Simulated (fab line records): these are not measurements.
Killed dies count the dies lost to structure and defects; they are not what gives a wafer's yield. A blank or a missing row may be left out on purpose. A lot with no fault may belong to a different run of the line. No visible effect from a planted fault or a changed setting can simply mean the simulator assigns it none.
fab line records ; flow nand-harc
record: lots: 5; wafers: 15; last-day: 31
route steps=1302 shown P_GATE@170 END@1302
lots that met no fault: from a run of the same line without faults
start-h: the number of hours between the record's first day and the start of the first shown wafer of the lot ; wait-h: hours elapsed since this lot's preceding step ; " unchanged from the row above ; L1.1+2: a single row standing in for several wafers ; - no value present, or no start provided ; * or withheld: withheld ; < > ~ a bound
route shown NAME@n: NAME is a module with steps in the file, n the number in the route of the first one ; usual: the fault-free wafers' mean and standard deviation ; same: alike in all rows ; chamber/n: place in a boat ; sites: each site's reading ; _std_site: standard deviation of those values ; _edge_site: inner sites' mean taken away from outer sites' mean ; radius-mm: for every site, how far away it sits from the centre of the wafer ; mask NAME#n: copy n ; behind: the tool/chamber that last shaped the wafer ; hold: why the lot went on hold/how many hours it stayed there/how the hold came to an end ; device: whichever transistor did not switch (one of n, p or np) ; end of line: the tests these same wafers got at the end of their route ; a step without rows: its recipe alone ; killed: count of dies lost to structure and defects at first sort (not the wafer's yield) ; map: a wafer's dies, x killed, . not, _ none there
set.NAME: the setting the step ran with; set.NAME@STEP: the setting that earlier step ran with ; model.NAME: the simulator's own value behind a step, which no gauge read
lots at some steps of the route; a table a step, a row a wafer
services: the hour from which a tool's chamber was out of use, counted from the record's first day as start-h (under 0 if before that day), plus the number of hours and why
== steps ==
step: NHARC_P_GATE_CD_MEAS_46
recipe: target-cd-nm: 720; landing-energy-ev: 500
usual: cd-nm: 719.9/2.7
lot.wafer;tool;chamber;start-h;wait-h;cd-nm
L162.3;cd-sem-03;0;113.32;-;717.2
L162.4;cd-sem-03;0;113.32;-;717.7
L162.6;cd-sem-03;0;113.32;-;713.8
L164.2;cd-sem-03;0;126.72;-;720.7
L164.4;cd-sem-03;0;126.72;-;719.9
L164.5;cd-sem-03;0;126.72;-;718.6
L165.3;cd-sem-02;0;139.64;-;722.2
L165.4;cd-sem-02;0;139.64;-;720.6
L165.6;cd-sem-02;0;139.64;-;722.7
L179.1;cd-sem-02;0;279.19;-;724.5
L179.4;cd-sem-02;0;279.19;-;719.8
L179.5;cd-sem-02;0;279.19;-;721.9
L180.2;cd-sem-01;0;288.87;-;721.4
L180.4;cd-sem-01;0;288.87;-;722.7
L180.6;cd-sem-01;0;288.87;-;718.4
step: NHARC_P_GATE_HARDBAKE_47
recipe: temp-c: 125; time-s: 80
step: NHARC_P_GATE_DESCUM_48
recipe: time-s: 3; o2-flow-sccm: 200; ar-flow-sccm: 0; bias-power-w: 0; chemistry: O2
usual: drypump-motor-current-A: 5.7/0.46; oes-product-au: 0.998/0.015; rf-vpp-V: 57.7/0.85; showerhead-plenum-p-Torr: 1.91/0.065; throttle-valve-pct: 11.312/0.0086
lot.wafer;tool;chamber;start-h;wait-h;drypump-motor-current-A;oes-product-au;rf-hours-counter-h;rf-vpp-V;showerhead-plenum-p-Torr;throttle-valve-pct
L162.3;rie-diel-12;0;113.49;-;5.9;0.988;0.8;57.8;1.87;11.315
L162.4;rie-diel-12;1;113.49;-;5.8;0.998;0.6;58.4;1.86;11.303
L162.6;rie-diel-12;0;113.49;-;5.9;0.992;-;57.3;1.87;11.321
L164.2;rie-diel-04;1;126.87;-;6.1;1.003;8.3;58.2;2.00;11.306
L164.4;rie-diel-04;2;126.87;-;4.7;0.995;8.0;57.4;1.80;11.325
L164.5;rie-diel-04;2;126.87;-;4.8;0.982;-;58.0;1.80;11.313
L165.3;rie-diel-04;2;139.79;-;4.7;0.982;8.2;56.9;1.80;11.308
L165.4;rie-diel-04;1;139.79;-;6.1;0.997;8.5;58.3;2.00;11.304
L165.6;rie-diel-04;3;139.79;-;5.9;1.008;-;57.6;1.97;11.311
L179.4;rie-diel-10;3;279.35;-;6.4;1.009;2.0;58.7;1.96;11.297
L179.1;rie-diel-10;0;279.35;-;5.8;1.029;1.4;58.4;1.95;11.332
L179.5;rie-diel-10;3;279.35;-;6.3;1.023;-;59.0;1.96;11.321
L180.4;rie-diel-04;3;289.02;-;5.9;0.994;5.8;58.3;1.97;11.308
L180.2;rie-diel-04;2;289.02;-;4.7;1.019;5.8;57.0;1.80;11.307
L180.6;rie-diel-04;3;289.02;-;5.9;0.996;-;57.3;1.97;11.311
step: NHARC_P_GATE_IMPLANT_49
recipe: energy-kev: 30; dose-cm2: 3e+15; tilt-deg: 7
step: NHARC_P_GATE_STRIP_111
recipe: power-w: 1500; temp-c: 110; time-s: 250; chemistry: N2/H2
usual: drypump-motor-current-A: 5.8/0.38; heater-power-w: 89/12
lot.wafer;tool;chamber;start-h;wait-h;drypump-motor-current-A;heater-power-w;rf-hours-counter-h
L162.4;plasma-asher-02;0;113.94;0.2;5.7;78;-
L162.3;plasma-asher-02;1;113.94;0.2;6.2;105;-
L162.6;plasma-asher-02;1;113.94;0.2;6.2;102;-
L164.2;plasma-asher-02;1;127.24;0.2;6.2;100;8
L164.4;plasma-asher-02;1;127.24;0.2;6.2;103;-
L164.5;plasma-asher-02;1;127.24;0.2;6.2;102;-
L165.3;plasma-asher-02;1;140.26;0.2;6.2;105;-
L165.4;plasma-asher-02;0;140.26;0.2;5.7;78;-
L165.6;plasma-asher-02;1;140.26;0.2;6.2;101;-
L179.1;plasma-asher-02;0;279.77;0.2;5.7;75;5
L179.4;plasma-asher-02;1;279.77;0.2;6.2;102;-
L179.5;plasma-asher-02;1;279.77;0.2;6.2;102;-
L180.2;plasma-asher-02;0;289.39;0.2;5.7;75;8
L180.4;plasma-asher-02;0;289.39;0.2;5.7;73;-
L180.6;plasma-asher-02;0;289.39;0.2;5.7;76;-
step: NHARC_P_GATE_STRIP_75
recipe: power-w: 1500; temp-c: 250; chemistry: O2
usual: drypump-motor-current-A: 5.8/0.38; heater-power-w: 332/44
lot.wafer;tool;chamber;start-h;wait-h;drypump-motor-current-A;heater-power-w;rf-hours-counter-h
L162.4;plasma-asher-02;0;114.17;0.2;5.7;289;-
L162.3;plasma-asher-02;1;114.17;0.2;6.2;385;-
L162.6;plasma-asher-02;1;114.17;0.2;6.2;385;-
L164.2;plasma-asher-02;1;127.54;0.2;6.2;383;8
L164.4;plasma-asher-02;1;127.54;0.2;6.2;389;-
L164.5;plasma-asher-02;1;127.54;0.2;6.2;383;-
L165.3;plasma-asher-02;1;140.48;0.2;6.2;387;-
L165.4;plasma-asher-02;0;140.48;0.2;5.7;293;-
L165.6;plasma-asher-02;1;140.48;0.2;6.2;391;-
L179.1;plasma-asher-02;0;280.03;0.2;5.7;284;6
L179.4;plasma-asher-02;1;280.03;0.2;6.2;391;-
L179.5;plasma-asher-02;1;280.03;0.2;6.2;388;-
L180.2;plasma-asher-02;0;289.69;0.3;5.7;279;8
L180.4;plasma-asher-02;0;289.69;0.3;5.7;281;-
L180.6;plasma-asher-02;0;289.69;0.3;5.7;275;-
step: NHARC_P_GATE_STRIP_50
recipe: time-s: 900; temp-c: 130; chemistry: SPM
step: NHARC_P_GATE_DEHYDRATE_51
recipe: temp-c: 150; time-s: 120
step: NHARC_P_GATE_HMDS_52
recipe: time-s: 30
step: NHARC_P_GATE_COAT_53
recipe: spin-rpm: 3000
step: NHARC_P_GATE_SOFTBAKE_54
recipe: temp-c: 122; time-s: 95
step: NHARC_P_GATE_EBR_55
step: NHARC_P_GATE_EXPOSE_56
recipe: na: 0.6; target-cd-nm: 720; dose-mj: 14.81; mask-id: P_PSD
usual: focus-offset-nm: 0.1/0.52
lot.wafer;tool;chamber;start-h;wait-h;mask;focus-offset-nm
L162.3;krf-scanner-02;0;114.92;-;P_PSD#0;0.5
L162.4;krf-scanner-02;0;114.92;-;P_PSD#0;0.1
L162.6;krf-scanner-02;0;114.92;-;P_PSD#0;1.2
L164.2;krf-scanner-03;0;128.31;-;P_PSD#0;0.5
L164.4;krf-scanner-03;0;128.31;-;P_PSD#0;0.6
L164.5;krf-scanner-03;0;128.31;-;P_PSD#0;0.3
L165.3;krf-scanner-02;0;141.25;-;P_PSD_R1#0;0.2
L165.4;krf-scanner-02;0;141.25;-;P_PSD_R1#0;0.1
L165.6;krf-scanner-02;0;141.25;-;P_PSD_R1#0;-0.8
L179.1;krf-scanner-04;0;280.67;-;P_PSD#0;0.0
L179.4;krf-scanner-04;0;280.67;-;P_PSD#0;-0.4
L179.5;krf-scanner-04;0;280.67;-;P_PSD#0;0.1
L180.2;krf-scanner-04;0;290.34;-;P_PSD#0;0.1
L180.4;krf-scanner-04;0;290.34;-;P_PSD#0;0.3
L180.6;krf-scanner-04;0;290.34;-;P_PSD#0;-0.5
step: NHARC_P_GATE_PEB_57
recipe: peb-temp-c: 118; peb-time-s: 85
step: NHARC_P_GATE_DEVELOP_58
recipe: time-s: 70
step: NHARC_P_GATE_CD_MEAS_59
recipe: target-cd-nm: 720; landing-energy-ev: 500
usual: cd-nm: 720.1/2.4
lot.wafer;tool;chamber;start-h;wait-h;cd-nm
L162.3;cd-sem-02;0;115.07;-;721.9
L162.4;cd-sem-02;0;115.07;-;718.0
L162.6;cd-sem-02;0;115.07;-;720.5
L164.2;cd-sem-01;0;128.47;-;718.9
L164.4;cd-sem-01;0;128.47;-;721.5
L164.5;cd-sem-01;0;128.47;-;718.8
L165.3;cd-sem-02;0;141.40;-;736.5
L165.4;cd-sem-02;0;141.40;-;728.1
L165.6;cd-sem-02;0;141.40;-;733.3
L179.1;cd-sem-03;0;280.83;-;720.0
L179.4;cd-sem-03;0;280.83;-;723.0
L179.5;cd-sem-03;0;280.83;-;721.3
L180.2;cd-sem-03;0;290.49;-;724.8
L180.4;cd-sem-03;0;290.49;-;715.8
L180.6;cd-sem-03;0;290.49;-;721.5
step: NHARC_P_GATE_HARDBAKE_60
recipe: temp-c: 125; time-s: 80
step: NHARC_END_SORT_01
recipe: temp-c: 25
usual: killed-at-array: 55/17; killed-at-other: 0.9/1.2; killed-at-periphery: 3.7/2.5; killed-dies: 59/18; killed-open: 3.4/1.9; killed-short: 2.6/1.6
same: gross-dies: 677
lot.wafer;tool;chamber;start-h;wait-h;killed-at-array;killed-at-other;killed-at-periphery;killed-dies;killed-open;killed-short
L165.3;prober-01;0;633.25;3.1;75;5;4;84;6;3
L165.4;prober-01;0;634.04;3.4;65;3;3;71;1;1
L165.6;prober-01;0;635.62;4.0;59;5;3;67;0;5
killed by level:class
L165.3 A_CHANNEL_HOLE_D2:chamber-film-flake=37 A_SLIT:chamber-film-flake=19 THIN_TSV:chamber-film-flake=5 A_CHANNEL_HOLE_D1:chamber-film-flake=3 A_DECK1_JOINT:chamber-film-flake=3 A_CHANNEL_FILL_D2:chamber-film-flake=3 A_ONON_D2:geometric-particle:open=2 A_STAIRCASE:chamber-film-flake=2
L165.4 A_CHANNEL_HOLE_D2:chamber-film-flake=27 A_SLIT:chamber-film-flake=16 A_STAIRCASE:chamber-film-flake=9 A_CHANNEL_HOLE_D1:chamber-film-flake=5 A_DECK1_JOINT:chamber-film-flake=5 THIN_TSV:chamber-film-flake=3 A_CONTACT:chamber-film-flake=2 P_STI:geometric-particle:open=1
L165.6 A_CHANNEL_HOLE_D2:chamber-film-flake=30 A_SLIT:chamber-film-flake=16 THIN_TSV:chamber-film-flake=4 A_STAIRCASE:chamber-film-flake=3 A_CONTACT:chamber-film-flake=3 A_WL_FILL:geometric-particle:short=2 A_SGD_CUT:geometric-particle:short=1 A_CONTACT:geometric-particle:short=1
== services ==
tool;chamber;start-h;hours;kind
rie-diel-12;-;91.40;9.0;pm
rie-diel-04;3;92.06;7.0;repair
krf-scanner-02;-;94.00;4.0;pm
krf-scanner-03;-;99.35;0.7;repair
plasma-asher-02;-;102.88;1.5;repair
rie-diel-04;-;109.32;0.6;repair
rie-diel-04;3;119.95;3.8;repair
rie-diel-10;0;144.11;3.7;repair
krf-scanner-03;-;156.04;1.1;repair
krf-scanner-02;-;167.03;1.2;repair
rie-diel-10;0;172.89;3.9;repair
rie-diel-12;2;173.10;4.2;repair
rie-diel-04;-;177.97;9.0;pm
krf-scanner-04;-;182.00;4.0;pm
krf-scanner-02;-;183.84;0.6;repair
rie-diel-10;1;186.70;1.3;repair
rie-diel-04;1;191.70;5.2;repair
krf-scanner-02;-;210.99;5.5;repair
rie-diel-12;2;219.45;3.8;repair
krf-scanner-04;-;225.63;0.8;repair
plasma-asher-02;-;249.16;9.0;pm
krf-scanner-02;-;266.00;4.0;pm
krf-scanner-04;-;266.26;2.8;repair
plasma-asher-02;-;287.80;1.2;repair
== key ==
first-sign: step: NHARC_P_GATE_EXPOSE_56; reading: mask; direction: changed
effect: step: NHARC_P_GATE_CD_MEAS_59; reading: cd-nm; direction: up; sigmas: 5.3; usual: 720.1; struck: 732.6
met-at NHARC_P_GATE_EXPOSE_56
struck-wafers L165.3,L165.4,L165.6
tester-left-out L165
onset-between 114.92 141.25
fault: kind: wrong-mask; tool: any; chamber: -; onset-h: 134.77; steps: NHARC_P_GATE_EXPOSE_56; aux-copy: P_PSD_R1#0; cd-offset-nm: 11.266; scope: struck-lots-only
tester-left-out: of these lots the tester's yield and bins aren't shown, on N5 and GAA mostly nor the transistor test; their killed dies are dies lost to structure and defects alone, not to doping, threshold or leakage, so they don't give the yield
